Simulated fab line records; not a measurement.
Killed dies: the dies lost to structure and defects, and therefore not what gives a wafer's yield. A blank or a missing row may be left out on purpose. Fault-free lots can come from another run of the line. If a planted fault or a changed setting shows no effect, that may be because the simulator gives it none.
Split-lot experiment :: flow n5Finfet :: on a route of 1938 steps: 7 lots, 21 wafers read

## ON THE SPLIT
At N5_MOL_CONTACT_COAG_COAT_34 (resist thk 40 nm), the setting spinRpm was moved away from the recipe's 1500 rpm on 6 of the 21 wafers read, by -8.3% to +10.3%. All remaining wafers had this setting at the recipe value.

## FROM THE SPLIT TO THE READING: what the file shows between them, 4 steps
- N5_MOL_CONTACT_COAG_EBR_36
- N5_MOL_CONTACT_COAG_SOFTBAKE_35: time 60 s
- N5_MOL_CONTACT_COAG_EXPOSE_37: exposes mask VD, defocus 0 nm
- N5_MOL_CONTACT_COAG_PEB_38: peb time 60 s

## THE READING
CAR-EUV_of_MOL_CONTACT_COAG_COAT_34.thkNm (the simulator's own value, which no gauge read), in nm, at N5_MOL_CONTACT_COAG_DEVELOP_39 (develop time 30 s). No usual value for it is given in the file. The 15 wafers here that ran the recipe average 39.5 nm, standard deviation 0.094 nm.

wafer: L078.1
tool, chamber at the split: lithoTrack-04, 0
spinRpm as run, rpm: 1654
against the recipe: +10.3%
CAR-EUV_of_MOL_CONTACT_COAG_COAT_34.thkNm, nm: 37.8
against lot-mates on the recipe: no lot-mate on the recipe

wafer: L078.5
tool, chamber at the split: lithoTrack-04, 0
spinRpm as run, rpm: 1654
against the recipe: +10.3%
CAR-EUV_of_MOL_CONTACT_COAG_COAT_34.thkNm, nm: 37.8
against lot-mates on the recipe: no lot-mate on the recipe

wafer: L078.4
tool, chamber at the split: lithoTrack-04, 0
spinRpm as run, rpm: 1654
against the recipe: +10.3%
CAR-EUV_of_MOL_CONTACT_COAG_COAT_34.thkNm, nm: 37.6
against lot-mates on the recipe: no lot-mate on the recipe

wafer: L079.1
tool, chamber at the split: lithoTrack-05, 0
spinRpm as run, rpm: 1500
against the recipe: recipe
CAR-EUV_of_MOL_CONTACT_COAG_COAT_34.thkNm, nm: 39.6
against lot-mates on the recipe: -

wafer: L079.2
tool, chamber at the split: lithoTrack-05, 0
spinRpm as run, rpm: 1500
against the recipe: recipe
CAR-EUV_of_MOL_CONTACT_COAG_COAT_34.thkNm, nm: 39.4
against lot-mates on the recipe: -

wafer: L079.6
tool, chamber at the split: lithoTrack-05, 0
spinRpm as run, rpm: 1500
against the recipe: recipe
CAR-EUV_of_MOL_CONTACT_COAG_COAT_34.thkNm, nm: 39.4
against lot-mates on the recipe: -

wafer: L080.1
tool, chamber at the split: lithoTrack-02, 0
spinRpm as run, rpm: 1500
against the recipe: recipe
CAR-EUV_of_MOL_CONTACT_COAG_COAT_34.thkNm, nm: 39.6
against lot-mates on the recipe: -

wafer: L080.2
tool, chamber at the split: lithoTrack-02, 0
spinRpm as run, rpm: 1500
against the recipe: recipe
CAR-EUV_of_MOL_CONTACT_COAG_COAT_34.thkNm, nm: 39.6
against lot-mates on the recipe: -

wafer: L080.3
tool, chamber at the split: lithoTrack-02, 0
spinRpm as run, rpm: 1500
against the recipe: recipe
CAR-EUV_of_MOL_CONTACT_COAG_COAT_34.thkNm, nm: 39.6
against lot-mates on the recipe: -

wafer: L082.2
tool, chamber at the split: lithoTrack-05, 0
spinRpm as run, rpm: 1376
against the recipe: -8.3%
CAR-EUV_of_MOL_CONTACT_COAG_COAT_34.thkNm, nm: 41.4
against lot-mates on the recipe: +1.8

wafer: L082.4
tool, chamber at the split: lithoTrack-05, 0
spinRpm as run, rpm: 1500
against the recipe: recipe
CAR-EUV_of_MOL_CONTACT_COAG_COAT_34.thkNm, nm: 39.6
against lot-mates on the recipe: -

wafer: L082.6
tool, chamber at the split: lithoTrack-05, 0
spinRpm as run, rpm: 1500
against the recipe: recipe
CAR-EUV_of_MOL_CONTACT_COAG_COAT_34.thkNm, nm: 39.6
against lot-mates on the recipe: -

wafer: L083.1
tool, chamber at the split: lithoTrack-05, 0
spinRpm as run, rpm: 1500
against the recipe: recipe
CAR-EUV_of_MOL_CONTACT_COAG_COAT_34.thkNm, nm: 39.6
against lot-mates on the recipe: -

wafer: L083.6
tool, chamber at the split: lithoTrack-05, 0
spinRpm as run, rpm: 1500
against the recipe: recipe
CAR-EUV_of_MOL_CONTACT_COAG_COAT_34.thkNm, nm: 39.6
against lot-mates on the recipe: -

wafer: L083.5
tool, chamber at the split: lithoTrack-05, 0
spinRpm as run, rpm: 1500
against the recipe: recipe
CAR-EUV_of_MOL_CONTACT_COAG_COAT_34.thkNm, nm: 39.4
against lot-mates on the recipe: -

wafer: L085.4
tool, chamber at the split: lithoTrack-05, 0
spinRpm as run, rpm: 1500
against the recipe: recipe
CAR-EUV_of_MOL_CONTACT_COAG_COAT_34.thkNm, nm: 39.6
against lot-mates on the recipe: -

wafer: L085.5
tool, chamber at the split: lithoTrack-05, 0
spinRpm as run, rpm: 1381
against the recipe: -7.9%
CAR-EUV_of_MOL_CONTACT_COAG_COAT_34.thkNm, nm: 41.2
against lot-mates on the recipe: +1.6

wafer: L085.6
tool, chamber at the split: lithoTrack-05, 0
spinRpm as run, rpm: 1381
against the recipe: -7.9%
CAR-EUV_of_MOL_CONTACT_COAG_COAT_34.thkNm, nm: 41.2
against lot-mates on the recipe: +1.6

wafer: L097.2
tool, chamber at the split: lithoTrack-02, 0
spinRpm as run, rpm: 1500
against the recipe: recipe
CAR-EUV_of_MOL_CONTACT_COAG_COAT_34.thkNm, nm: 39.6
against lot-mates on the recipe: -

wafer: L097.3
tool, chamber at the split: lithoTrack-02, 0
spinRpm as run, rpm: 1500
against the recipe: recipe
CAR-EUV_of_MOL_CONTACT_COAG_COAT_34.thkNm, nm: 39.4
against lot-mates on the recipe: -

wafer: L097.5
tool, chamber at the split: lithoTrack-02, 0
spinRpm as run, rpm: 1500
against the recipe: recipe
CAR-EUV_of_MOL_CONTACT_COAG_COAT_34.thkNm, nm: 39.4
against lot-mates on the recipe: -

THE FIT
A straight line over all 21 wafers: CAR-EUV_of_MOL_CONTACT_COAG_COAT_34.thkNm changes by -0.191 nm for each +1% of spinRpm; r = -0.99; the points scatter about the line by 0.13 nm.
The same after taking each lot's own level away (the mean of its wafers on the recipe; 18 wafers): -0.207 nm for each +1%; r = -0.99; scatter 0.076 nm.
Per that fit: largest spinRpm move, reading shift of 2.1 nm.
The span of the lots' own levels, 39.47 to 39.60 nm, comes to 1.4 times the standard deviation stated above.
The two slopes agree, so the slope changes little with the lot-to-lot level.
Check: with one of the wafers moved furthest among these (-8.3%) left out of the fit, the line predicts +1.67 nm for it against its lot-mates. Against them it came out at +1.8 nm.

## OTHER SPLITS ON THESE WAFERS
These wafers also went through other splits before the reading. Each is held against what the fit with the lots' levels taken away leaves over:
other split on the same wafers: N5_SDB_ETCH_17 biasW
wafers away from the commonest value: 8
r with CAR-EUV_of_MOL_CONTACT_COAG_COAT_34.thkNm (lot level and that fit taken away): +0.25

other split on the same wafers: N5_HKMG_FIN_EXPOSE_09 doseMj
wafers away from the commonest value: 9
r with CAR-EUV_of_MOL_CONTACT_COAG_COAT_34.thkNm (lot level and that fit taken away): +0.06

other split on the same wafers: N5_HKMG_FIN_DEVELOP_11 developTimeS
wafers away from the commonest value: 7
r with CAR-EUV_of_MOL_CONTACT_COAG_COAT_34.thkNm (lot level and that fit taken away): -0.01

other split on the same wafers: N5_GATE_CUT_COAT_35 spinRpm
wafers away from the commonest value: 7
r with CAR-EUV_of_MOL_CONTACT_COAG_COAT_34.thkNm (lot level and that fit taken away): +0.02

other split on the same wafers: N5_GATE_CUT_DESCUM_18 timeS
wafers away from the commonest value: 5
r with CAR-EUV_of_MOL_CONTACT_COAG_COAT_34.thkNm (lot level and that fit taken away): -0.26

other split on the same wafers: N5_MOL_CONTACT_COAG_COAT_104 spinRpm
wafers away from the commonest value: 4
r with CAR-EUV_of_MOL_CONTACT_COAG_COAT_34.thkNm (lot level and that fit taken away): -0.18

other split on the same wafers: N5_MOL_CONTACT_COAG_EXPOSE_05 doseMj
wafers away from the commonest value: 7
r with CAR-EUV_of_MOL_CONTACT_COAG_COAT_34.thkNm (lot level and that fit taken away): +0.04

## THE WHOLE CHAIN: every reading that the file lists as answering this split, in the file's order
step: N5_MOL_CONTACT_COAG_COAT_34
what it does: resist thk 40 nm
reading: CAR-EUV_of_MOL_CONTACT_COAG_COAT_34.thkNm (the simulator's own value, which no gauge read)
change (the file's fit): -0.198 nm for each +1% of the setting
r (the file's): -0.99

step: N5_MOL_CONTACT_COAG_DEVELOP_39
what it does: develop time 30 s
reading: CAR-EUV_of_MOL_CONTACT_COAG_COAT_34.thkNm (the simulator's own value, which no gauge read)
change (the file's fit): -0.21 nm for each +1% of the setting
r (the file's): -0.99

## THE FILE'S OWN FIT
CAR-EUV_of_MOL_CONTACT_COAG_COAT_34.thkNm changes by -0.21 nm for each +1% of spinRpm, r = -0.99.
